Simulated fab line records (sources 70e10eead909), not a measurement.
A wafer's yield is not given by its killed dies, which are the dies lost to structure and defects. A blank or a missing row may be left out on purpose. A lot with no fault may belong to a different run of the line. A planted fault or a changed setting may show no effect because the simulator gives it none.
Which tool was responsible? -- flow nand-harc -- 12 lots, 36 wafers sampled, at 4 steps of a route of 1302

WHAT THE GAUGES SHOWED, per wafer
NHARC_END_SORT_01. Usual: defect-limited-yield 91.5 %, standard deviation 2.5; killed-at-array 52, standard deviation 17; killed-at-other 1.2, standard deviation 1.4; killed-at-periphery 4.7, standard deviation 2.9; killed-dies 58, standard deviation 17; killed-open 3.2, standard deviation 1.9; killed-short 2.4, standard deviation 1.4; sort_bin_2_pct 3.0 %, standard deviation 1.1; sort_bin_3_pct 0.6 %, standard deviation 0.37; sort_bin_4_pct 4.8 %, standard deviation 1.4; sort-n-pass 619, standard deviation 17; sort-rim-yield-pct 90 %, standard deviation 4.9; sort-yield-pct 91.5 %, standard deviation 2.5.
lot,measured,on,defect-limited-yield (%),killed-at-array,killed-at-other,killed-at-periphery,killed-dies,killed-open,killed-short,sort_bin_2_pct (%),sort_bin_3_pct (%),sort_bin_4_pct (%),sort-n-pass,sort-rim-yield-pct (%),sort-yield-pct (%),flag
L685,day 27 19:38,prober-02,75.9 74.0 77.5,161 171 150,0 0 0,2 5 2,163 176 152,2 7 1,1 3 2,10.3 11.4 11.2,4.4 4.3 4.3,9.3 10.3 6.9,514 501 525,82 75 86,75.9 74.0 77.5,OFF
L686,day 28 12:43,prober-02,77.3 77.4 77.0,142 145 145,5 3 6,7 5 5,154 153 156,2 0 3,0 3 0,10.5 10.5 7.8,5.2 4.1 5.3,7.1 8.0 9.9,523 524 521,87 80 92,77.3 77.4 77.0,OFF

WHICH TOOL RAN EACH LOT (tool, then ch and the chambers of the sampled wafers, then the start)
lot,NHARC_A_BONDPAD_DESCUM_11,NHARC_A_BONDPAD_PRE_CLEAN_26,NHARC_THIN_TSV_DESCUM_14
L678,"rie-diel-12 ch 0,2,3, day 23 09:49","pvd-sputter-03, day 23 10:51","rie-diel-03 ch 1,2,3, day 24 01:07"
L679,"rie-diel-07 ch 0,2,3, day 23 16:08","pvd-sputter-02, day 23 17:08","rie-diel-09 ch 1,2,3, day 24 07:05"
L681,"rie-diel-07 ch 1,2,3, day 23 23:14","pvd-sputter-03, day 24 00:13","rie-diel-03 ch 0,3, day 24 14:05"
L685,"rie-diel-07 ch 1,2, day 26 09:01","pvd-sputter-03, day 26 10:02","rie-diel-09 ch 1,2, day 26 23:54"
L686,"rie-diel-07 ch 2,3, day 27 06:55","pvd-sputter-03, day 27 07:56","rie-diel-03 ch 0,1,2, day 27 21:59"
L691,"rie-diel-10 ch 0,2,3, day 28 19:40","pvd-sputter-02, day 28 20:40","rie-diel-03 ch 0,1,2, day 29 12:16"
L694,"rie-diel-12 ch 1,2,3, day 29 09:02","pvd-sputter-03, day 29 10:01","rie-diel-03 ch 0,1,2, day 30 04:00"
L696,"rie-diel-07 ch 1,2, day 31 03:24","pvd-sputter-01, day 31 04:23","rie-diel-09 ch 1,2, day 32 02:45"
L695,"rie-diel-07 ch 0,1,2, day 31 05:35","pvd-sputter-01, day 31 06:34","rie-diel-01 ch 0,1,3, day 32 03:55"
L697,"rie-diel-07 ch 1,2, day 31 12:04","pvd-sputter-01, day 31 13:13","rie-diel-03 ch 0,1, day 32 05:08"
L698,"rie-diel-10 ch 0,2,3, day 31 20:25","pvd-sputter-03, day 31 21:27","rie-diel-09 ch 1,2, day 32 11:55"
L700,"rie-diel-07 ch 0,1,2, day 32 14:39","pvd-sputter-02, day 32 15:38","rie-diel-01 ch 0,1, day 33 06:43"
- NHARC_A_BONDPAD_DESCUM_11: chemistry O2, time 3 s.
- NHARC_A_BONDPAD_PRE_CLEAN_26: time 30 s.
- NHARC_THIN_TSV_DESCUM_14: chemistry O2, time 3 s.

WHAT THE TOOLS THEMSELVES READ (means of the sampled wafers that have a number; where no wafer has one, the mark that the record gives instead)
NHARC_A_BONDPAD_DESCUM_11. Usual: drypump-motor-current-A 5.8 A, standard deviation 0.42; oes-product-au 1.003 a.u., standard deviation 0.013; rf-vpp-V 57.9 V, standard deviation 0.94; showerhead-plenum-p-Torr 1.93 Torr, standard deviation 0.091; throttle-valve-pct 11.312 %, standard deviation 0.0086.
lot,tool,drypump-motor-current-A (A),oes-product-au (a.u.),rf-vpp-V (V),showerhead-plenum-p-Torr (Torr),throttle-valve-pct (%),flag
L678,rie-diel-12,5.6,1.002,57.6,1.95,11.307,
L679,rie-diel-07,6.1,1.003,57.2,1.92,11.313,
L681,rie-diel-07,5.8,1.009,58.5,1.94,11.314,
L685,rie-diel-07,5.4,0.995,57.8,1.92,11.302,
L686,rie-diel-07,5.9,1.001,58.6,1.91,11.311,
L691,rie-diel-10,5.9,0.988,58.2,2.01,11.315,
L694,rie-diel-12,5.8,1.000,58.4,1.95,11.313,
L696,rie-diel-07,5.4,1.005,58.0,1.92,11.312,
L695,rie-diel-07,5.8,1.000,57.4,1.90,11.318,
L697,rie-diel-07,5.4,0.996,57.9,1.92,11.299,
L698,rie-diel-10,5.9,0.998,57.6,2.00,11.319,
L700,rie-diel-07,5.7,0.996,57.2,1.89,11.313,

NHARC_A_BONDPAD_PRE_CLEAN_26. Usual: heater-power-w at 413 W, with a standard deviation of 28.
lot,tool,heater-power-w (W),flag
L678,pvd-sputter-03,444,
L679,pvd-sputter-02,405,
L681,pvd-sputter-03,420,
L685,pvd-sputter-03,421,
L686,pvd-sputter-03,444,
L691,pvd-sputter-02,388,
L694,pvd-sputter-03,420,
L696,pvd-sputter-01,366,
L695,pvd-sputter-01,386,
L697,pvd-sputter-01,386,
L698,pvd-sputter-03,445,
L700,pvd-sputter-02,410,

NHARC_THIN_TSV_DESCUM_14. Usual: drypump-motor-current-A 5.5 A, standard deviation 0.41; oes-product-au 1.001 a.u., standard deviation 0.014; rf-vpp-V 57.6 V, standard deviation 0.88; showerhead-plenum-p-Torr 1.89 Torr, standard deviation 0.072; throttle-valve-pct 11.312 %, standard deviation 0.0094.
lot,tool,drypump-motor-current-A (A),oes-product-au (a.u.),rf-vpp-V (V),showerhead-plenum-p-Torr (Torr),throttle-valve-pct (%),flag
L678,rie-diel-03,5.2,0.999,58.2,1.88,11.308,
L679,rie-diel-09,6.0,0.998,58.1,1.92,11.303,
L681,rie-diel-03,5.4,1.023,57.2,1.84,11.311,
L685,rie-diel-09,6.0,0.982,57.6,1.84,11.312,
L686,rie-diel-03,5.3,1.007,58.0,1.85,11.309,
L691,rie-diel-03,5.3,1.014,58.3,1.85,11.309,
L694,rie-diel-03,5.3,1.010,57.3,1.85,11.311,
L696,rie-diel-09,6.0,1.006,56.5,1.84,11.304,
L695,rie-diel-01,5.1,1.002,58.4,1.90,11.314,
L697,rie-diel-03,5.4,1.011,58.2,1.84,11.317,
L698,rie-diel-09,6.0,0.991,56.8,1.84,11.305,
L700,rie-diel-01,5.4,0.998,57.5,1.84,11.311,

THE ANSWER, worked out from the rows above alone
Rule: lot off if the mean of its wafers having a number is beyond 3 standard deviations from the usual mean. A lot without any number at a reading at which 4 lots or more have one is off too. Any other lot the step has rows for is counted as sound. The gauges are gone through in route order, then the tools' own readings, and for those a lot's mean is taken as printed above. At the first step where some lot is off, the reading lying furthest off is the one used; lots without a number count as furthest.
Off at NHARC_END_SORT_01 (sort_bin_3_pct): L685, L686. Neither off nor sound, because the step has no rows for them: L678, L679, L681, L691, L694, L696, L695, L697, L698, L700.
A tool fits if, at a process step before that reading, it ran every lot that is off, and no sound lot after the first of them. Gauges at NHARC_END_SORT_01: tried the same way as those tools. Can't be told from this: 3 tools fit, rie-diel-07 at NHARC_A_BONDPAD_DESCUM_11, pvd-sputter-03 at NHARC_A_BONDPAD_PRE_CLEAN_26, prober-02 at NHARC_END_SORT_01.

WHAT THE SIMULATOR PUT IN
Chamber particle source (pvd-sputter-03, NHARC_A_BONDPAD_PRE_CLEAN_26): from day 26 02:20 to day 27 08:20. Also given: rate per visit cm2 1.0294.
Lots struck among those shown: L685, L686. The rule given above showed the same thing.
